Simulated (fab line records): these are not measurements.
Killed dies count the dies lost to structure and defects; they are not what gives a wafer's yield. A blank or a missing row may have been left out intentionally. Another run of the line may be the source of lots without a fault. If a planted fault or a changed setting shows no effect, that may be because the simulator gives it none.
What tool caused it?	flow nandHarc	Sampling: 24 lots, 72 wafers, 6 of 1159 route steps

## WHAT THE GAUGES READ, wafer by wafer
NHARC_A_SGD_CUT_OVL_MEAS_10. Usual: overlayXNm 0.2 nm, standard deviation 0.78; overlayYNm 0.0 nm, standard deviation 0.93.
lot	measured	on	overlayXNm (nm)	overlayYNm (nm)	flag
L074	day 13 12:17	overlay-02	1.8 1.8 1.8	-0.8 -1.2 -1.3	
L075	day 14 04:37	overlay-02	0.9 0.0 0.6	0.7 0.7 0.7	
L076	day 14 04:16	overlay-01	-0.8 -0.5 -0.5	1.6 2.3 1.8	
L077	day 14 05:01	overlay-01	0.9 1.6 0.6	-0.3 -0.6 -0.3	
L080	day 14 09:13	overlay-01	-0.9 -0.8 -1.0	-1.3 -1.5 -1.6	
L079	day 14 09:28	overlay-01	0.0 -0.3 -0.3	-0.9 0.4 0.1	
L078	day 14 21:11	overlay-02	-0.6 -0.4 -0.3	0.3 0.3 -0.1	
L081	day 15 12:39	overlay-01	0.2 0.4 0.3	-0.3 -0.7 0.0	
L083	day 16 06:46	overlay-01	0.8 0.6 0.4	1.2 1.3 1.5	
L082	day 16 06:58	overlay-01	1.4 1.2 0.8	-0.8 -1.1 -0.1	
L084	day 16 11:04	overlay-02	0.2 -0.7 -0.2	0.8 1.0 1.2	
L087	day 16 19:42	overlay-01	0.4 0.3 0.4	0.6 0.2 0.3	
L086	day 16 19:52	overlay-02	0.6 0.7 0.6	-0.8 -0.6 0.0	
L085	day 16 20:09	overlay-02	0.2 -0.3 0.2	1.6 1.9 1.9	
L088	day 16 22:23	overlay-01	0.1 0.5 0.2	-1.5 -1.3 -1.4	
L089	day 17 17:53	overlay-01	-1.1 -1.1 -0.6	0.1 -0.2 -0.2	
L090	day 17 18:11	overlay-02	1.1 1.3 1.4	1.0 1.3 1.3	
L092	day 18 06:49	overlay-01	-0.6 -0.7 -1.1	-0.2 0.2 0.0	
L091	day 18 07:14	overlay-02	0.5 -0.6 0.5	-0.4 -0.1 0.1	
L094	day 19 02:55	overlay-01	0.5 -0.8 0.0	-0.5 0.2 -0.5	
L095	day 19 03:13	overlay-01	0.7 0.7 0.2	-1.0 -0.9 -0.8	
L093	day 19 16:11	overlay-01	-0.6 -0.5 -0.4	-0.5 -0.4 -0.4	
L096	day 19 16:19	overlay-01	-0.4 -0.1 -0.4	0.4 0.2 0.5	
L097	day 19 17:02	overlay-01	1.2 0.9 1.1	0.3 -0.4 -0.5	

NHARC_A_SGD_CUT_INSPECT_11. Usual: 19 for rawDefectCount, sd 10.
lot	measured	on	rawDefectCount	flag
L074	day 13 12:20	defectInspect-01	20 26 21	
L075	day 14 04:39	defectInspect-01	9 5 8	
L076	day 14 04:18	defectInspect-02	15 17 16	
L077	day 14 05:03	defectInspect-01	19 23 20	
L080	day 14 09:14	defectInspect-02	5 4 4	
L079	day 14 09:32	defectInspect-02	26 25 23	
L078	day 14 21:13	defectInspect-02	2 7 3	
L081	day 15 12:41	defectInspect-01	11 9 7	
L083	day 16 06:47	defectInspect-01	7 9 7	
L082	day 16 07:00	defectInspect-01	27 15 28	
L084	day 16 11:07	defectInspect-02	12 4 8	
L087	day 16 19:44	defectInspect-02	11 9 7	
L086	day 16 19:54	defectInspect-02	22 27 23	
L085	day 16 20:11	defectInspect-02	23 37 26	
L088	day 16 22:26	defectInspect-02	36 36 31	
L089	day 17 17:56	defectInspect-01	32 35 34	
L090	day 17 18:13	defectInspect-01	23 21 23	
L092	day 18 06:51	defectInspect-02	11 14 11	
L091	day 18 07:16	defectInspect-02	29 30 33	
L094	day 19 02:58	defectInspect-01	36 35 42	
L095	day 19 03:15	defectInspect-02	10 7 12	
L093	day 19 16:14	defectInspect-02	14 21 15	
L096	day 19 16:20	defectInspect-02	13 18 17	
L097	day 19 17:04	defectInspect-01	19 18 14	

NHARC_A_SGD_CUT_INSPECT_25. Usual: 326 for rawDefectCount, sd 91.
lot	measured	on	rawDefectCount	flag
L074	day 13 18:49	defectInspect-01	223 303 268	
L075	day 14 10:44	defectInspect-01	530 622 547	
L076	day 14 10:47	defectInspect-02	437 465 549	
L077	day 14 10:53	defectInspect-01	263 162 260	
L080	day 14 16:05	defectInspect-01	315 346 235	
L079	day 14 16:04	defectInspect-02	386 316 331	
L078	day 15 05:07	defectInspect-01	258 317 238	
L081	day 15 20:11	defectInspect-01	198 262 305	
L083	day 16 13:17	defectInspect-02	372 417 361	
L082	day 16 13:24	defectInspect-01	311 326 383	
L084	day 16 18:28	defectInspect-01	370 545 317	
L087	day 17 02:25	defectInspect-02	285 290 207	
L086	day 17 02:26	defectInspect-01	229 351 314	
L085	day 17 02:35	defectInspect-02	441 249 309	
L088	day 17 02:30	defectInspect-01	352 251 308	
L089	day 18 01:28	defectInspect-02	227 351 313	
L090	day 18 01:29	defectInspect-01	360 268 312	
L092	day 18 14:02	defectInspect-02	324 218 302	
L091	day 18 14:01	defectInspect-01	217 239 340	
L094	day 19 09:26	defectInspect-02	369 288 505	
L095	day 19 09:26	defectInspect-01	305 294 481	
L093	day 19 22:27	defectInspect-01	368 354 299	
L096	day 19 22:37	defectInspect-01	266 273 190	
L097	day 19 22:27	defectInspect-02	276 287 308	

## WHAT TOOL EACH LOT RAN ON (gives the tool, then ch and the chambers of the sampled wafers, and finally the start)
lot	NHARC_A_STAIRCASE_ETCH_444	NHARC_A_STAIRCASE_ETCHBACK_422	NHARC_A_SGD_CUT_STRIP_17
L074	rieDiel-02 ch 1,2,3, day 13 07:07	rieDiel-02 ch 0,3, day 13 10:00	rieDiel-01 ch 1,2,3, day 13 18:49 or earlier
L075	rieDiel-02 ch 1,2, day 13 22:54	rieDiel-07 ch 0,1,3, day 14 02:25	rieDiel-12 ch 1,2,3, day 14 10:44 or earlier
L076	rieDiel-03 ch 1,2,3, day 13 22:58	rieDiel-02 ch 0,1,2, day 14 02:07	rieDiel-04 ch 0,1, day 14 10:47 or earlier
L077	rieDiel-07 ch 1,3, day 13 23:15	rieDiel-03 ch 1,2,3, day 14 02:43	rieDiel-04 ch 0,1,3, day 14 10:53 or earlier
L080	rieDiel-07 ch 1,2, day 14 03:15	rieDiel-02 ch 0,2,3, day 14 06:52	rieDiel-04 ch 0,3, day 14 16:05 or earlier
L079	rieDiel-03 ch 2,3, day 14 03:35	rieDiel-07 ch 0,1,3, day 14 07:22	rieDiel-01 ch 0,1,3, day 14 16:04 or earlier
L078	rieDiel-03 ch 0,1,2, day 14 15:20	rieDiel-03 ch 0,2,3, day 14 18:57	rieDiel-12 ch 1,2,3, day 15 05:07 or earlier
L081	rieDiel-02 ch 1,2,3, day 15 07:03	rieDiel-02 ch 1,2,3, day 15 10:25	rieDiel-12 ch 0,2,3, day 15 20:11 or earlier
L083	rieDiel-02 ch 0,2,3, day 16 00:32	rieDiel-02 ch 0,2, day 16 04:23	rieDiel-01 ch 2,3, day 16 13:17 or earlier
L082	rieDiel-03 ch 0,1,2, day 16 00:51	rieDiel-03 ch 0,2,3, day 16 04:50	rieDiel-12 ch 0,1,3, day 16 13:24 or earlier
L084	rieDiel-07 ch 1,2, day 16 04:08	rieDiel-07 ch 0,1,2, day 16 09:07	rieDiel-12 ch 0,3, day 16 18:28 or earlier
L087	rieDiel-02 ch 1,3, day 16 13:46	rieDiel-03 ch 0,2, day 16 17:24	rieDiel-01 ch 0,1, day 17 02:25 or earlier
L086	rieDiel-03 ch 0,1,3, day 16 13:54	rieDiel-02 ch 0,1,2, day 16 17:40	rieDiel-04 ch 0,1,2, day 17 02:26 or earlier
L085	rieDiel-07 ch 0,3, day 16 14:11	rieDiel-07 ch 0,3, day 16 17:59	rieDiel-01 ch 0,3, day 17 02:35 or earlier
L088	rieDiel-07 ch 0,1,3, day 16 16:26	rieDiel-02 ch 0,1,3, day 16 19:54	rieDiel-04 ch 1,3, day 17 02:30 or earlier
L089	rieDiel-07 ch 0,1,2, day 17 12:00	rieDiel-07 ch 0,1,3, day 17 15:47	rieDiel-04 ch 0,1,3, day 18 01:28 or earlier
L090	rieDiel-02 ch 2,3, day 17 12:22	rieDiel-07 ch 1,2, day 17 16:02	rieDiel-12 ch 2,3, day 18 01:29 or earlier
L092	rieDiel-02 ch 1,2,3, day 18 01:25	rieDiel-02 ch 2,3, day 18 04:46	rieDiel-04 ch 0,1,3, day 18 14:02 or earlier
L091	rieDiel-03 ch 1,2,3, day 18 01:56	rieDiel-02 ch 0,1,2, day 18 05:05	rieDiel-04 ch 0,1,2, day 18 14:01 or earlier
L094	rieDiel-02 ch 0,1,3, day 18 21:14	rieDiel-07 ch 1,2,3, day 19 00:37	rieDiel-04 ch 1,2,3, day 19 09:26 or earlier
L095	rieDiel-03 ch 0,1,2, day 18 21:25	rieDiel-03 ch 0,1,3, day 19 00:53	rieDiel-12 ch 0,1,3, day 19 09:26 or earlier
L093	rieDiel-02 ch 0,1,2, day 19 10:36	rieDiel-03 ch 0,1,3, day 19 14:03	rieDiel-04 ch 0,1,3, day 19 22:27 or earlier
L096	rieDiel-03 ch 2,3, day 19 10:37	rieDiel-03 ch 0,1,2, day 19 14:16	rieDiel-01 ch 0,2,3, day 19 22:37 or earlier
L097	rieDiel-07 ch 0,3, day 19 10:44	rieDiel-07 ch 0,2, day 19 14:50	rieDiel-12 ch 0,2, day 19 22:27 or earlier
- NHARC_A_STAIRCASE_ETCH_444: etches the open film in C4F8/O2, target depth 10200 nm, time 3400 s.
- NHARC_A_STAIRCASE_ETCHBACK_422: etches the open film in CH3F/O2, target depth 40 nm, time 74.286 s.
- NHARC_A_SGD_CUT_STRIP_17: strips in O2.

## AS READ BY THE TOOLS THEMSELVES (means over the sampled wafers that have a number; for cases with no such wafer, the mark the record gives instead)
NHARC_A_STAIRCASE_ETCH_444. Usual: chamberPressureMTorr 24.999 mTorr, standard deviation 0.022; oesProductAu 0.933 a.u., standard deviation 0.013; rfVppV 806 V, standard deviation 5.4.
lot	tool	chamberPressureMTorr (mTorr)	oesProductAu (a.u.)	rfVppV (V)	flag
L074	rieDiel-02	24.980	0.931	800	
L075	rieDiel-02	24.997	0.935	799	
L076	rieDiel-03	24.986	0.925	811	
L077	rieDiel-07	25.015	0.929	806	
L080	rieDiel-07	24.997	0.925	801	
L079	rieDiel-03	24.982	0.927	810	
L078	rieDiel-03	25.007	0.925	811	
L081	rieDiel-02	25.000	0.955	800	
L083	rieDiel-02	24.991	0.947	801	
L082	rieDiel-03	25.013	0.933	811	
L084	rieDiel-07	25.015	0.933	800	
L087	rieDiel-02	25.014	0.945	800	
L086	rieDiel-03	24.985	0.925	811	
L085	rieDiel-07	25.003	0.929	810	
L088	rieDiel-07	25.007	0.927	808	
L089	rieDiel-07	25.007	0.928	805	
L090	rieDiel-02	24.999	0.920	800	
L092	rieDiel-02	24.985	0.922	800	
L091	rieDiel-03	24.997	0.951	811	
L094	rieDiel-02	24.995	0.924	802	
L095	rieDiel-03	24.975	0.955	810	
L093	rieDiel-02	24.996	0.932	801	
L096	rieDiel-03	25.012	0.932	809	
L097	rieDiel-07	25.008	0.961	811	

NHARC_A_STAIRCASE_ETCHBACK_422. Usual: chamberPressureMTorr 25.002 mTorr, standard deviation 0.026; drypumpMotorCurrentA 5.7 A, standard deviation 0.34; oesProductAu 0.97 a.u., standard deviation 0.036; rfVppV 244.0 V, standard deviation 1.8; showerheadPlenumPTorr 2.43 Torr, standard deviation 0.12; throttleValvePct 20.662 %, standard deviation 0.0095.
lot	tool	chamberPressureMTorr (mTorr)	drypumpMotorCurrentA (A)	oesProductAu (a.u.)	rfVppV (V)	showerheadPlenumPTorr (Torr)	throttleValvePct (%)	flag
L074	rieDiel-02	25.008	5.3	1.00	242.9	2.37	20.655	
L075	rieDiel-07	25.008	5.9	0.93	244.7	2.49	20.663	
L076	rieDiel-02	24.995	5.6	0.93	243.6	2.34	20.663	
L077	rieDiel-03	25.008	5.8	0.93	245.9	2.55	20.664	
L080	rieDiel-02	25.020	5.4	0.94	243.1	2.35	20.667	
L079	rieDiel-07	25.000	5.9	0.92	245.5	2.49	20.670	
L078	rieDiel-03	24.996	5.8	1.00	244.6	2.51	20.661	
L081	rieDiel-02	25.010	5.3	1.00	243.3	2.31	20.660	
L083	rieDiel-02	25.024	5.7	0.92	242.9	2.36	20.667	
L082	rieDiel-03	25.000	5.8	0.99	245.3	2.50	20.662	
L084	rieDiel-07	24.968	6.0	1.00	244.1	2.42	20.664	
L087	rieDiel-03	25.012	5.7	1.00	244.5	2.49	20.665	
L086	rieDiel-02	25.006	5.5	0.99	242.7	2.33	20.658	
L085	rieDiel-07	25.010	6.1	0.96	246.6	2.60	20.665	
L088	rieDiel-02	25.000	5.4	0.92	242.8	2.34	20.655	
L089	rieDiel-07	25.012	5.8	1.00	244.9	2.48	20.659	
L090	rieDiel-07	25.002	5.8	0.94	242.6	2.30	20.659	
L092	rieDiel-02	24.998	5.3	0.92	242.1	2.30	20.669	
L091	rieDiel-02	25.023	5.6	0.92	242.9	2.32	20.662	
L094	rieDiel-07	24.994	5.8	1.00	243.0	2.37	20.662	
L095	rieDiel-03	25.000	5.8	1.00	245.0	2.53	20.663	
L093	rieDiel-03	24.991	5.8	1.00	245.1	2.53	20.667	
L096	rieDiel-03	24.991	5.7	1.00	245.2	2.52	20.658	
L097	rieDiel-07	25.020	6.2	1.00	245.6	2.53	20.667	

NHARC_A_SGD_CUT_STRIP_17. Usual: chamberPressureMTorr 60.00 mTorr, standard deviation 0.054; drypumpMotorCurrentA 5.7 A, standard deviation 0.46; oesProductAu 1.003 a.u., standard deviation 0.0061; rfVppV 57.9 V, standard deviation 0.84; showerheadPlenumPTorr 3.55 Torr, standard deviation 0.11; throttleValvePct 17.036 %, standard deviation 0.0094.
lot	tool	chamberPressureMTorr (mTorr)	drypumpMotorCurrentA (A)	oesProductAu (a.u.)	rfVppV (V)	showerheadPlenumPTorr (Torr)	throttleValvePct (%)	flag
L074	rieDiel-01	59.96	6.0	1.002	58.2	3.62	17.037	
L075	rieDiel-12	60.01	5.5	1.009	58.5	3.53	17.024	
L076	rieDiel-04	60.01	6.1	1.002	57.9	3.55	17.048	
L077	rieDiel-04	59.98	5.8	0.997	58.2	3.55	17.035	
L080	rieDiel-04	60.04	6.2	1.011	58.2	3.54	17.035	
L079	rieDiel-01	59.97	5.7	0.990	57.4	3.54	17.035	
L078	rieDiel-12	60.03	5.5	1.007	57.4	3.53	17.033	
L081	rieDiel-12	60.03	5.5	1.000	58.4	3.51	17.031	
L083	rieDiel-01	60.05	5.8	1.004	57.7	3.48	17.028	
L082	rieDiel-12	59.99	5.4	1.004	57.3	3.61	17.038	
L084	rieDiel-12	60.02	5.4	1.002	58.1	3.59	17.027	
L087	rieDiel-01	59.99	5.9	1.000	58.0	3.68	17.046	
L086	rieDiel-04	59.97	5.9	1.009	57.9	3.56	17.034	
L085	rieDiel-01	60.02	5.5	1.005	57.3	3.41	17.036	
L088	rieDiel-04	59.96	5.5	1.008	58.9	3.54	17.039	
L089	rieDiel-04	60.01	5.8	1.002	57.5	3.54	17.037	
L090	rieDiel-12	59.92	5.3	1.003	58.3	3.47	17.028	
L092	rieDiel-04	60.01	5.8	1.003	57.6	3.54	17.038	
L091	rieDiel-04	60.00	5.9	1.004	58.5	3.56	17.038	
L094	rieDiel-04	59.93	5.6	0.995	57.6	3.55	17.035	
L095	rieDiel-12	59.99	5.4	1.005	57.3	3.60	17.033	
L093	rieDiel-04	60.00	5.8	1.003	57.6	3.54	17.036	
L096	rieDiel-01	59.99	5.7	1.002	57.2	3.52	17.032	
L097	rieDiel-12	60.03	6.0	1.007	57.4	3.47	17.043	

## THE ANSWER, worked out from the rows above alone
Rule: a lot counts as off when the mean over its wafers that have a number is more than 3 standard deviations away from the usual mean. Also off: a lot with no number at a reading for which 4 or more lots have one. Any other lot the step has rows for is counted as sound. Order of review: gauges by route order, followed by the tools' own readings, for which a lot's mean as printed above is used. At the first step where some lot is off, the reading lying furthest off is the one used; lots without a number count as furthest.
Across all readings shown, no lot is off: no conclusion can be drawn from this.

## WHAT THE SIMULATOR HAD PUT IN
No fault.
